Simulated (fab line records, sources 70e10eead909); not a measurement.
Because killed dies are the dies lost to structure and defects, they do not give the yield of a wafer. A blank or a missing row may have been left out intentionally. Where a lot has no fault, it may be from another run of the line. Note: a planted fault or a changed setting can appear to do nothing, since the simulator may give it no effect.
fab line records || flow nand_harc || part 2 of 2: steps 30 to 38 of 38
record: {"lots": 5, "wafers": 15, "last_day": 32}
route steps=1302 shown A_M0@1146 A_M1@1169
lots that met no fault: taken from a fault-free run of the same line
start_h: hours from the record's first day to the start of the lot's first wafer shown || wait_h: hours since the lot's step before || " as in the row above || L1.1+2: a row that stands for several wafers || - no value present, or no start provided || * or withheld: withheld || < > ~ a bound
route shown NAME@n: names a module that has steps shown in the file, with the first one's number in the route || usual: mean/standard deviation taken from wafers without a fault || same: alike in all rows || chamber/n: place in a boat || sites: each site's reading || _std_site: how widely they spread, as a standard deviation || _edge_site: inner sites' mean taken away from outer sites' mean || radius_mm: how far each site lies from the wafer's centre || mask NAME#n: copy n || behind: the last tool/chamber to shape the wafer || hold: reason for holding the lot/hours on hold/outcome of the hold || device: which transistor (n, p or np) failed to switch || end of line: the tests these same wafers got at the end of their route || step lacking rows: just its recipe || killed: dies that structure and defects cost at the first sort, which is not the same as the wafer's yield || map: dies across one wafer; x = killed, . = not, _ = none there
set.NAME: the setting the step ran with; set.NAME@STEP: the setting that earlier step ran with || model.NAME: the simulator's own value behind a step, which no gauge read
lots at selected steps of the route; one table per step, one row per wafer
services: from which hour (start_h, from the record's first day; less than 0 if before it) a tool's chamber was out of use, for how many hours, and why
== steps ==
step: NHARC_A_M1_EXPOSE_06
recipe: {"na": 1.35, "target_cd_nm": 120, "dose_mj": 75.13, "mask_id": "A_M1"}
{"lot.wafer": "L076.2+3+6", "tool": "arfi_scanner-02", "chamber": 0, "start_h": 551.82, "wait_h": "-", "mask": "A_M1#0"}
{"lot.wafer": "L082.1+2+5", "tool": "arfi_scanner-03", "chamber": 0, "start_h": 620.52, "wait_h": "-", "mask": "A_M1#0"}
{"lot.wafer": "L084.1+3+6", "tool": "arfi_scanner-03", "chamber": 0, "start_h": 635.17, "wait_h": "-", "mask": "A_M1#0"}
{"lot.wafer": "L089.2+3+5", "tool": "arfi_scanner-01", "chamber": 0, "start_h": 664.98, "wait_h": "-", "mask": "A_M1#0"}
{"lot.wafer": "L092.1+2+3", "tool": "arfi_scanner-01", "chamber": 0, "start_h": 723.38, "wait_h": "-", "mask": "A_M1#0"}
step: NHARC_A_M1_PEB_07
recipe: {"peb_temp_c": 100, "peb_time_s": 65}
same: {"peb_time_s": 65}
{"lot.wafer": "L076.2+3+6", "tool": "litho_track-04", "chamber": 0, "start_h": 551.88, "wait_h": 0.1}
{"lot.wafer": "L082.1+2+5", "tool": "litho_track-01", "chamber": 0, "start_h": 620.58, "wait_h": 0.1}
{"lot.wafer": "L084.1+3+6", "tool": "litho_track-01", "chamber": 0, "start_h": 635.23, "wait_h": 0.1}
{"lot.wafer": "L089.2+3+5", "tool": "litho_track-04", "chamber": 0, "start_h": 665.04, "wait_h": 0.1}
{"lot.wafer": "L092.1+2+3", "tool": "litho_track-06", "chamber": 0, "start_h": 723.44, "wait_h": 0.1}
step: NHARC_A_M1_DEVELOP_08
recipe: {"develop_time_s": 35, "dev_temp_c": 23}
{"lot.wafer": "L076.2+3+6", "tool": "litho_track-04", "chamber": 0, "start_h": "-", "wait_h": "-"}
{"lot.wafer": "L082.1+2+5", "tool": "litho_track-01", "chamber": 0, "start_h": "-", "wait_h": "-"}
{"lot.wafer": "L084.1+3+6", "tool": "litho_track-01", "chamber": 0, "start_h": "-", "wait_h": "-"}
{"lot.wafer": "L089.2+3+5", "tool": "litho_track-04", "chamber": 0, "start_h": "-", "wait_h": "-"}
{"lot.wafer": "L092.1+2+3", "tool": "litho_track-06", "chamber": 0, "start_h": "-", "wait_h": "-"}
step: NHARC_A_M1_CD_MEAS_09
recipe: {"target_cd_nm": 120, "landing_energy_ev": 500}
usual: {"cd_nm": "120.0/0.62"}
same: {"landing_energy_ev": 500}
{"lot.wafer": "L076.2", "tool": "cd_sem-01", "chamber": 0, "start_h": 551.96, "wait_h": "-", "cd_nm": 120.3}
{"lot.wafer": "L076.3", "tool": "cd_sem-01", "chamber": 0, "start_h": 551.96, "wait_h": "-", "cd_nm": 119.7}
{"lot.wafer": "L076.6", "tool": "cd_sem-01", "chamber": 0, "start_h": 551.96, "wait_h": "-", "cd_nm": 119.8}
{"lot.wafer": "L082.1", "tool": "cd_sem-03", "chamber": 0, "start_h": 620.66, "wait_h": "-", "cd_nm": 119.5}
{"lot.wafer": "L082.2", "tool": "cd_sem-03", "chamber": 0, "start_h": 620.66, "wait_h": "-", "cd_nm": 119.0}
{"lot.wafer": "L082.5", "tool": "cd_sem-03", "chamber": 0, "start_h": 620.66, "wait_h": "-", "cd_nm": 119.6}
{"lot.wafer": "L084.1", "tool": "cd_sem-03", "chamber": 0, "start_h": 635.31, "wait_h": "-", "cd_nm": 119.3}
{"lot.wafer": "L084.3", "tool": "cd_sem-03", "chamber": 0, "start_h": 635.31, "wait_h": "-", "cd_nm": 119.4}
{"lot.wafer": "L084.6", "tool": "cd_sem-03", "chamber": 0, "start_h": 635.31, "wait_h": "-", "cd_nm": 120.2}
{"lot.wafer": "L089.2", "tool": "cd_sem-03", "chamber": 0, "start_h": 665.12, "wait_h": "-", "cd_nm": 120.6}
{"lot.wafer": "L089.3", "tool": "cd_sem-03", "chamber": 0, "start_h": 665.12, "wait_h": "-", "cd_nm": 120.5}
{"lot.wafer": "L089.5", "tool": "cd_sem-03", "chamber": 0, "start_h": 665.12, "wait_h": "-", "cd_nm": 121.1}
{"lot.wafer": "L092.1", "tool": "cd_sem-02", "chamber": 0, "start_h": 723.52, "wait_h": "-", "cd_nm": 119.8}
{"lot.wafer": "L092.2", "tool": "cd_sem-02", "chamber": 0, "start_h": 723.52, "wait_h": "-", "cd_nm": 120.5}
{"lot.wafer": "L092.3", "tool": "cd_sem-02", "chamber": 0, "start_h": 723.52, "wait_h": "-", "cd_nm": 120.8}
step: NHARC_A_M1_OVL_MEAS_10
recipe: {"pitch_nm": 240}
usual: {"overlay_x_nm": "0.1/0.95", "overlay_y_nm": "-0.1/0.9"}
{"lot.wafer": "L076.2", "tool": "overlay-02", "chamber": "-", "start_h": 552.04, "wait_h": "-", "overlay_x_nm": -0.5, "overlay_y_nm": 0.6}
{"lot.wafer": "L076.3", "tool": "overlay-02", "chamber": "-", "start_h": 552.04, "wait_h": "-", "overlay_x_nm": -0.6, "overlay_y_nm": 1.2}
{"lot.wafer": "L076.6", "tool": "overlay-02", "chamber": "-", "start_h": 552.04, "wait_h": "-", "overlay_x_nm": -0.9, "overlay_y_nm": 0.7}
{"lot.wafer": "L082.1", "tool": "overlay-01", "chamber": "-", "start_h": 620.75, "wait_h": "-", "overlay_x_nm": -1.0, "overlay_y_nm": 0.2}
{"lot.wafer": "L082.2", "tool": "overlay-01", "chamber": "-", "start_h": 620.75, "wait_h": "-", "overlay_x_nm": -0.6, "overlay_y_nm": 0.5}
{"lot.wafer": "L082.5", "tool": "overlay-01", "chamber": "-", "start_h": 620.75, "wait_h": "-", "overlay_x_nm": -0.4, "overlay_y_nm": 0.2}
{"lot.wafer": "L084.1", "tool": "overlay-01", "chamber": "-", "start_h": 635.40, "wait_h": "-", "overlay_x_nm": 0.9, "overlay_y_nm": -0.8}
{"lot.wafer": "L084.3", "tool": "overlay-01", "chamber": "-", "start_h": 635.40, "wait_h": "-", "overlay_x_nm": 0.7, "overlay_y_nm": -0.6}
{"lot.wafer": "L084.6", "tool": "overlay-01", "chamber": "-", "start_h": 635.40, "wait_h": "-", "overlay_x_nm": 0.0, "overlay_y_nm": -0.8}
{"lot.wafer": "L089.2", "tool": "overlay-01", "chamber": "-", "start_h": 665.21, "wait_h": "-", "overlay_x_nm": -0.4, "overlay_y_nm": 0.0}
{"lot.wafer": "L089.3", "tool": "overlay-01", "chamber": "-", "start_h": 665.21, "wait_h": "-", "overlay_x_nm": -1.0, "overlay_y_nm": 0.4}
{"lot.wafer": "L089.5", "tool": "overlay-01", "chamber": "-", "start_h": 665.21, "wait_h": "-", "overlay_x_nm": -0.6, "overlay_y_nm": 0.5}
{"lot.wafer": "L092.1", "tool": "overlay-02", "chamber": "-", "start_h": 723.61, "wait_h": "-", "overlay_x_nm": 0.2, "overlay_y_nm": 0.4}
{"lot.wafer": "L092.2", "tool": "overlay-02", "chamber": "-", "start_h": 723.61, "wait_h": "-", "overlay_x_nm": -0.1, "overlay_y_nm": -0.2}
{"lot.wafer": "L092.3", "tool": "overlay-02", "chamber": "-", "start_h": 723.61, "wait_h": "-", "overlay_x_nm": 0.2, "overlay_y_nm": -0.1}
step: NHARC_A_M1_INSPECT_11
usual: {"raw_defect_count": "85/35"}
{"lot.wafer": "L076.2", "tool": "defect_inspect-02", "chamber": "-", "start_h": 552.08, "wait_h": 0.0, "raw_defect_count": 52}
{"lot.wafer": "L076.3", "tool": "defect_inspect-02", "chamber": "-", "start_h": 552.08, "wait_h": 0.0, "raw_defect_count": 49}
{"lot.wafer": "L076.6", "tool": "defect_inspect-02", "chamber": "-", "start_h": 552.08, "wait_h": 0.0, "raw_defect_count": 41}
{"lot.wafer": "L082.1", "tool": "defect_inspect-02", "chamber": "-", "start_h": 620.79, "wait_h": 0.0, "raw_defect_count": 153}
{"lot.wafer": "L082.2", "tool": "defect_inspect-02", "chamber": "-", "start_h": 620.79, "wait_h": 0.0, "raw_defect_count": 125}
{"lot.wafer": "L082.5", "tool": "defect_inspect-02", "chamber": "-", "start_h": 620.79, "wait_h": 0.0, "raw_defect_count": 149}
{"lot.wafer": "L084.1", "tool": "defect_inspect-02", "chamber": "-", "start_h": 635.43, "wait_h": 0.0, "raw_defect_count": 49}
{"lot.wafer": "L084.3", "tool": "defect_inspect-02", "chamber": "-", "start_h": 635.43, "wait_h": 0.0, "raw_defect_count": 61}
{"lot.wafer": "L084.6", "tool": "defect_inspect-02", "chamber": "-", "start_h": 635.43, "wait_h": 0.0, "raw_defect_count": 65}
{"lot.wafer": "L089.2", "tool": "defect_inspect-02", "chamber": "-", "start_h": 665.24, "wait_h": 0.0, "raw_defect_count": 110}
{"lot.wafer": "L089.3", "tool": "defect_inspect-02", "chamber": "-", "start_h": 665.24, "wait_h": 0.0, "raw_defect_count": 105}
{"lot.wafer": "L089.5", "tool": "defect_inspect-02", "chamber": "-", "start_h": 665.24, "wait_h": 0.0, "raw_defect_count": 98}
{"lot.wafer": "L092.1", "tool": "defect_inspect-02", "chamber": "-", "start_h": 723.64, "wait_h": 0.0, "raw_defect_count": 33}
{"lot.wafer": "L092.2", "tool": "defect_inspect-02", "chamber": "-", "start_h": 723.64, "wait_h": 0.0, "raw_defect_count": 26}
{"lot.wafer": "L092.3", "tool": "defect_inspect-02", "chamber": "-", "start_h": 723.64, "wait_h": 0.0, "raw_defect_count": 15}
step: NHARC_A_M1_DESCUM_14
recipe: {"time_s": 3, "o2_flow_sccm": 200, "ar_flow_sccm": 0, "bias_power_w": 0, "chemistry": "O2"}
usual: {"drypump_motor_current_A": "5.9/0.36", "oes_product_au": "1.000/0.0091", "rf_vpp_V": "57.8/0.87", "showerhead_plenum_p_Torr": "1.94/0.075", "throttle_valve_pct": "11.312/0.0085"}
{"lot.wafer": "L076.3", "tool": "rie_diel-10", "chamber": 0, "start_h": 552.14, "wait_h": 0.1, "drypump_motor_current_A": 5.6, "oes_product_au": 0.997, "rf_hours_counter_h": 6.6, "rf_vpp_V": 58.6, "showerhead_plenum_p_Torr": 2.03, "throttle_valve_pct": 11.317}
{"lot.wafer": "L076.2", "tool": "rie_diel-10", "chamber": 1, "start_h": 552.14, "wait_h": 0.1, "drypump_motor_current_A": 5.9, "oes_product_au": 0.998, "rf_hours_counter_h": 5.9, "rf_vpp_V": 57.2, "showerhead_plenum_p_Torr": 2.02, "throttle_valve_pct": 11.308}
{"lot.wafer": "L076.6", "tool": "rie_diel-10", "chamber": 1, "start_h": 552.14, "wait_h": 0.1, "drypump_motor_current_A": 5.9, "oes_product_au": 1.008, "rf_hours_counter_h": "-", "rf_vpp_V": 58.4, "showerhead_plenum_p_Torr": 2.02, "throttle_valve_pct": 11.295}
{"lot.wafer": "L082.1", "tool": "rie_diel-10", "chamber": 0, "start_h": 620.86, "wait_h": 0.1, "drypump_motor_current_A": 5.6, "oes_product_au": 1.000, "rf_hours_counter_h": 0.1, "rf_vpp_V": 58.7, "showerhead_plenum_p_Torr": 2.03, "throttle_valve_pct": 11.317}
{"lot.wafer": "L082.2", "tool": "rie_diel-10", "chamber": 1, "start_h": 620.86, "wait_h": 0.1, "drypump_motor_current_A": 5.9, "oes_product_au": 0.994, "rf_hours_counter_h": 0.1, "rf_vpp_V": 57.6, "showerhead_plenum_p_Torr": 2.02, "throttle_valve_pct": 11.330}
{"lot.wafer": "L082.5", "tool": "rie_diel-10", "chamber": 2, "start_h": 620.86, "wait_h": 0.1, "drypump_motor_current_A": 6.2, "oes_product_au": 1.015, "rf_hours_counter_h": "-", "rf_vpp_V": 56.8, "showerhead_plenum_p_Torr": 1.89, "throttle_valve_pct": 11.301}
{"lot.wafer": "L084.3", "tool": "rie_diel-10", "chamber": 2, "start_h": 635.52, "wait_h": 0.1, "drypump_motor_current_A": 6.2, "oes_product_au": 1.002, "rf_hours_counter_h": 0.9, "rf_vpp_V": 57.1, "showerhead_plenum_p_Torr": 1.89, "throttle_valve_pct": 11.302}
{"lot.wafer": "L084.1", "tool": "rie_diel-10", "chamber": 3, "start_h": 635.52, "wait_h": 0.1, "drypump_motor_current_A": 5.1, "oes_product_au": 1.006, "rf_hours_counter_h": 1.2, "rf_vpp_V": 58.1, "showerhead_plenum_p_Torr": 1.94, "throttle_valve_pct": 11.315}
{"lot.wafer": "L084.6", "tool": "rie_diel-10", "chamber": 2, "start_h": 635.52, "wait_h": 0.1, "drypump_motor_current_A": 6.2, "oes_product_au": 1.003, "rf_hours_counter_h": "-", "rf_vpp_V": 57.3, "showerhead_plenum_p_Torr": 1.89, "throttle_valve_pct": 11.296}
{"lot.wafer": "L089.2", "tool": "rie_diel-10", "chamber": 0, "start_h": 665.30, "wait_h": 0.1, "drypump_motor_current_A": 5.5, "oes_product_au": 1.015, "rf_hours_counter_h": 2.7, "rf_vpp_V": 57.5, "showerhead_plenum_p_Torr": 2.03, "throttle_valve_pct": 11.315}
{"lot.wafer": "L089.3", "tool": "rie_diel-10", "chamber": 1, "start_h": 665.30, "wait_h": 0.1, "drypump_motor_current_A": 5.9, "oes_product_au": 0.998, "rf_hours_counter_h": 2.3, "rf_vpp_V": 57.7, "showerhead_plenum_p_Torr": 2.02, "throttle_valve_pct": 11.299}
{"lot.wafer": "L089.5", "tool": "rie_diel-10", "chamber": 0, "start_h": 665.30, "wait_h": 0.1, "drypump_motor_current_A": 5.5, "oes_product_au": 1.009, "rf_hours_counter_h": "-", "rf_vpp_V": 58.0, "showerhead_plenum_p_Torr": 2.03, "throttle_valve_pct": 11.320}
{"lot.wafer": "L092.3", "tool": "rie_diel-05", "chamber": 3, "start_h": 723.70, "wait_h": 0.1, "drypump_motor_current_A": 6.1, "oes_product_au": 1.008, "rf_hours_counter_h": 9.0, "rf_vpp_V": 57.7, "showerhead_plenum_p_Torr": 1.82, "throttle_valve_pct": 11.319}
{"lot.wafer": "L092.1", "tool": "rie_diel-05", "chamber": 0, "start_h": 723.70, "wait_h": 0.1, "drypump_motor_current_A": 5.5, "oes_product_au": 0.996, "rf_hours_counter_h": 8.7, "rf_vpp_V": 56.1, "showerhead_plenum_p_Torr": 1.86, "throttle_valve_pct": 11.311}
{"lot.wafer": "L092.2", "tool": "rie_diel-05", "chamber": 1, "start_h": 723.70, "wait_h": 0.1, "drypump_motor_current_A": 6.3, "oes_product_au": 1.010, "rf_hours_counter_h": 9.1, "rf_vpp_V": 57.9, "showerhead_plenum_p_Torr": 1.90, "throttle_valve_pct": 11.301}
step: NHARC_A_M1_ETCH_35
recipe: {"target_depth_a": 400, "overetch_a": 120, "time_s": 43.94, "ion_energy_ev": 200, "n2_flow_sccm": 150, "h2_flow_sccm": 150, "ar_flow_sccm": 0, "rf_w": 400, "bias_w": 150, "chemistry": "N2/H2"}
usual: {"drypump_motor_current_A": "5.9/0.37", "oes_product_au": "0.999/0.011", "rf_vpp_V": "431.2/2.4", "showerhead_plenum_p_Torr": "2.07/0.08", "throttle_valve_pct": "14.171/0.008"}
{"lot.wafer": "L076.2", "tool": "rie_diel-10", "chamber": 0, "start_h": 552.23, "wait_h": 0.1, "drypump_motor_current_A": 5.6, "oes_product_au": 1.002, "rf_hours_counter_h": 6.6, "rf_vpp_V": 433.5, "showerhead_plenum_p_Torr": 2.17, "throttle_valve_pct": 14.165}
{"lot.wafer": "L076.3", "tool": "rie_diel-10", "chamber": 1, "start_h": 552.23, "wait_h": 0.1, "drypump_motor_current_A": 5.9, "oes_product_au": 1.002, "rf_hours_counter_h": 5.9, "rf_vpp_V": 434.9, "showerhead_plenum_p_Torr": 2.16, "throttle_valve_pct": 14.174}
{"lot.wafer": "L076.6", "tool": "rie_diel-10", "chamber": 0, "start_h": 552.23, "wait_h": 0.1, "drypump_motor_current_A": 5.6, "oes_product_au": 0.993, "rf_hours_counter_h": "-", "rf_vpp_V": 434.4, "showerhead_plenum_p_Torr": 2.17, "throttle_valve_pct": 14.166}
{"lot.wafer": "L082.1", "tool": "rie_diel-10", "chamber": 1, "start_h": 620.93, "wait_h": 0.1, "drypump_motor_current_A": 5.9, "oes_product_au": 0.988, "rf_hours_counter_h": 0.1, "rf_vpp_V": 434.9, "showerhead_plenum_p_Torr": 2.15, "throttle_valve_pct": 14.169}
{"lot.wafer": "L082.2", "tool": "rie_diel-10", "chamber": 3, "start_h": 620.93, "wait_h": 0.1, "drypump_motor_current_A": 5.1, "oes_product_au": 0.994, "rf_hours_counter_h": 0.1, "rf_vpp_V": 431.1, "showerhead_plenum_p_Torr": 2.07, "throttle_valve_pct": 14.162}
{"lot.wafer": "L082.5", "tool": "rie_diel-10", "chamber": 2, "start_h": 620.93, "wait_h": 0.1, "drypump_motor_current_A": 6.2, "oes_product_au": 1.011, "rf_hours_counter_h": "-", "rf_vpp_V": 428.7, "showerhead_plenum_p_Torr": 2.02, "throttle_valve_pct": 14.174}
{"lot.wafer": "L084.1", "tool": "rie_diel-10", "chamber": 0, "start_h": 635.60, "wait_h": 0.1, "drypump_motor_current_A": 5.5, "oes_product_au": 1.009, "rf_hours_counter_h": 1.1, "rf_vpp_V": 433.3, "showerhead_plenum_p_Torr": 2.17, "throttle_valve_pct": 14.178}
{"lot.wafer": "L084.3", "tool": "rie_diel-10", "chamber": 1, "start_h": 635.60, "wait_h": 0.1, "drypump_motor_current_A": 5.9, "oes_product_au": 0.985, "rf_hours_counter_h": 0.9, "rf_vpp_V": 433.8, "showerhead_plenum_p_Torr": 2.15, "throttle_valve_pct": 14.179}
{"lot.wafer": "L084.6", "tool": "rie_diel-10", "chamber": 1, "start_h": 635.60, "wait_h": 0.1, "drypump_motor_current_A": 5.9, "oes_product_au": 0.978, "rf_hours_counter_h": "-", "rf_vpp_V": 434.1, "showerhead_plenum_p_Torr": 2.15, "throttle_valve_pct": 14.178}
{"lot.wafer": "L089.3", "tool": "rie_diel-10", "chamber": 3, "start_h": 665.39, "wait_h": 0.1, "drypump_motor_current_A": 5.2, "oes_product_au": 1.023, "rf_hours_counter_h": 2.6, "rf_vpp_V": 431.5, "showerhead_plenum_p_Torr": 2.07, "throttle_valve_pct": 14.187}
{"lot.wafer": "L089.2", "tool": "rie_diel-10", "chamber": 0, "start_h": 665.39, "wait_h": 0.1, "drypump_motor_current_A": 5.5, "oes_product_au": 1.011, "rf_hours_counter_h": 2.7, "rf_vpp_V": 435.1, "showerhead_plenum_p_Torr": 2.17, "throttle_valve_pct": 14.180}
{"lot.wafer": "L089.5", "tool": "rie_diel-10", "chamber": 3, "start_h": 665.39, "wait_h": 0.1, "drypump_motor_current_A": 5.2, "oes_product_au": 1.020, "rf_hours_counter_h": "-", "rf_vpp_V": 435.2, "showerhead_plenum_p_Torr": 2.07, "throttle_valve_pct": 14.169}
{"lot.wafer": "L092.2", "tool": "rie_diel-05", "chamber": 1, "start_h": 723.80, "wait_h": 0.1, "drypump_motor_current_A": 6.3, "oes_product_au": 1.003, "rf_hours_counter_h": 9.1, "rf_vpp_V": 429.8, "showerhead_plenum_p_Torr": 2.02, "throttle_valve_pct": 14.166}
{"lot.wafer": "L092.3", "tool": "rie_diel-05", "chamber": 2, "start_h": 723.80, "wait_h": 0.1, "drypump_motor_current_A": 6.1, "oes_product_au": 0.993, "rf_hours_counter_h": 9.1, "rf_vpp_V": 434.1, "showerhead_plenum_p_Torr": 2.15, "throttle_valve_pct": 14.165}
{"lot.wafer": "L092.1", "tool": "rie_diel-05", "chamber": 3, "start_h": 723.80, "wait_h": 0.1, "drypump_motor_current_A": 6.1, "oes_product_au": 1.004, "rf_hours_counter_h": 9.0, "rf_vpp_V": 426.8, "showerhead_plenum_p_Torr": 1.93, "throttle_valve_pct": 14.162}
step: NHARC_A_M1_ETCH_15
recipe: {"target_depth_a": 1825, "time_s": 91.2, "c4f8_flow_sccm": "withheld", "ar_flow_sccm": 400, "rf_w": 600, "bias_w": 300, "chemistry": "C4F8/Ar"}
usual: {"oes_product_au": "0.956/0.022", "rf_vpp_V": "441.5/2.5"}
{"lot.wafer": "L076.3", "tool": "rie_diel-10", "chamber": 1, "start_h": "-", "wait_h": "-", "oes_product_au": 0.929, "rf_hours_counter_h": 5.9, "rf_vpp_V": 444.5}
{"lot.wafer": "L076.2", "tool": "rie_diel-10", "chamber": 0, "start_h": "-", "wait_h": "-", "oes_product_au": 0.930, "rf_hours_counter_h": 6.7, "rf_vpp_V": 444.1}
{"lot.wafer": "L076.6", "tool": "rie_diel-10", "chamber": 1, "start_h": "-", "wait_h": "-", "oes_product_au": 0.925, "rf_hours_counter_h": "-", "rf_vpp_V": 445.3}
{"lot.wafer": "L082.2", "tool": "rie_diel-10", "chamber": 3, "start_h": "-", "wait_h": "-", "oes_product_au": 0.966, "rf_hours_counter_h": 0.1, "rf_vpp_V": 440.1}
{"lot.wafer": "L082.1", "tool": "rie_diel-10", "chamber": 1, "start_h": "-", "wait_h": "-", "oes_product_au": 0.953, "rf_hours_counter_h": 0.2, "rf_vpp_V": 443.4}
{"lot.wafer": "L082.5", "tool": "rie_diel-10", "chamber": 2, "start_h": "-", "wait_h": "-", "oes_product_au": 0.960, "rf_hours_counter_h": "-", "rf_vpp_V": 439.7}
{"lot.wafer": "L084.1", "tool": "rie_diel-10", "chamber": 0, "start_h": "-", "wait_h": "-", "oes_product_au": 0.977, "rf_hours_counter_h": 1.2, "rf_vpp_V": 444.0}
{"lot.wafer": "L084.3", "tool": "rie_diel-10", "chamber": 1, "start_h": "-", "wait_h": "-", "oes_product_au": 0.956, "rf_hours_counter_h": 0.9, "rf_vpp_V": 444.2}
{"lot.wafer": "L084.6", "tool": "rie_diel-10", "chamber": 1, "start_h": "-", "wait_h": "-", "oes_product_au": 0.946, "rf_hours_counter_h": "-", "rf_vpp_V": 444.3}
{"lot.wafer": "L089.3", "tool": "rie_diel-10", "chamber": 2, "start_h": "-", "wait_h": "-", "oes_product_au": 0.987, "rf_hours_counter_h": 2.3, "rf_vpp_V": 440.4}
{"lot.wafer": "L089.2", "tool": "rie_diel-10", "chamber": 3, "start_h": "-", "wait_h": "-", "oes_product_au": 0.987, "rf_hours_counter_h": 2.6, "rf_vpp_V": 441.0}
{"lot.wafer": "L089.5", "tool": "rie_diel-10", "chamber": 1, "start_h": "-", "wait_h": "-", "oes_product_au": 0.945, "rf_hours_counter_h": "-", "rf_vpp_V": 444.3}
{"lot.wafer": "L092.3", "tool": "rie_diel-05", "chamber": 1, "start_h": "-", "wait_h": "-", "oes_product_au": 0.931, "rf_hours_counter_h": 9.1, "rf_vpp_V": 441.3}
{"lot.wafer": "L092.1", "tool": "rie_diel-05", "chamber": 2, "start_h": "-", "wait_h": "-", "oes_product_au": 0.934, "rf_hours_counter_h": 9.1, "rf_vpp_V": 443.1}
{"lot.wafer": "L092.2", "tool": "rie_diel-05", "chamber": 0, "start_h": "-", "wait_h": "-", "oes_product_au": 0.928, "rf_hours_counter_h": 8.7, "rf_vpp_V": 440.6}
== services ==
{"tool": "pvd_sputter-03", "chamber": "-", "start_h": 526.00, "hours": 10.0, "kind": "pm"}
{"tool": "litho_track-06", "chamber": "-", "start_h": 529.00, "hours": 7.0, "kind": "pm"}
{"tool": "rie_diel-07", "chamber": 1, "start_h": 543.46, "hours": 2.5, "kind": "repair"}
{"tool": "pecvd-01", "chamber": "-", "start_h": 545.39, "hours": 3.4, "kind": "repair"}
{"tool": "litho_track-04", "chamber": "-", "start_h": 553.00, "hours": 7.0, "kind": "pm"}
{"tool": "rie_diel-01", "chamber": "-", "start_h": 557.90, "hours": 9.0, "kind": "pm"}
{"tool": "rie_diel-07", "chamber": 0, "start_h": 560.11, "hours": 10.3, "kind": "repair"}
{"tool": "rie_diel-07", "chamber": "-", "start_h": 568.61, "hours": 0.5, "kind": "repair"}
{"tool": "pvd_sputter-01", "chamber": "-", "start_h": 576.25, "hours": 3.2, "kind": "repair"}
{"tool": "rie_diel-01", "chamber": 0, "start_h": 584.93, "hours": 15.9, "kind": "repair"}
{"tool": "rie_diel-10", "chamber": 1, "start_h": 591.78, "hours": 5.3, "kind": "repair"}
{"tool": "rie_diel-10", "chamber": "-", "start_h": 596.50, "hours": 9.0, "kind": "pm"}
{"tool": "rie_diel-01", "chamber": 1, "start_h": 602.96, "hours": 5.1, "kind": "repair"}
{"tool": "pvd_sputter-03", "chamber": "-", "start_h": 608.25, "hours": 5.0, "kind": "repair"}
{"tool": "pvd_sputter-03", "chamber": "-", "start_h": 632.94, "hours": 1.4, "kind": "repair"}
{"tool": "rie_diel-01", "chamber": "-", "start_h": 642.54, "hours": 0.3, "kind": "repair"}
{"tool": "rie_diel-07", "chamber": "-", "start_h": 648.24, "hours": 9.0, "kind": "pm"}
{"tool": "rie_diel-01", "chamber": 0, "start_h": 662.20, "hours": 4.9, "kind": "repair"}
{"tool": "litho_track-01", "chamber": "-", "start_h": 680.00, "hours": 7.0, "kind": "pm"}
{"tool": "rie_diel-10", "chamber": 0, "start_h": 689.71, "hours": 7.3, "kind": "repair"}
{"tool": "litho_track-06", "chamber": "-", "start_h": 704.00, "hours": 7.0, "kind": "pm"}
{"tool": "pvd_sputter-03", "chamber": "-", "start_h": 704.00, "hours": 10.0, "kind": "pm"}
{"tool": "pvd_sputter-03", "chamber": "-", "start_h": 714.88, "hours": 5.2, "kind": "repair"}
{"tool": "rie_diel-01", "chamber": 0, "start_h": 719.08, "hours": 13.0, "kind": "repair"}
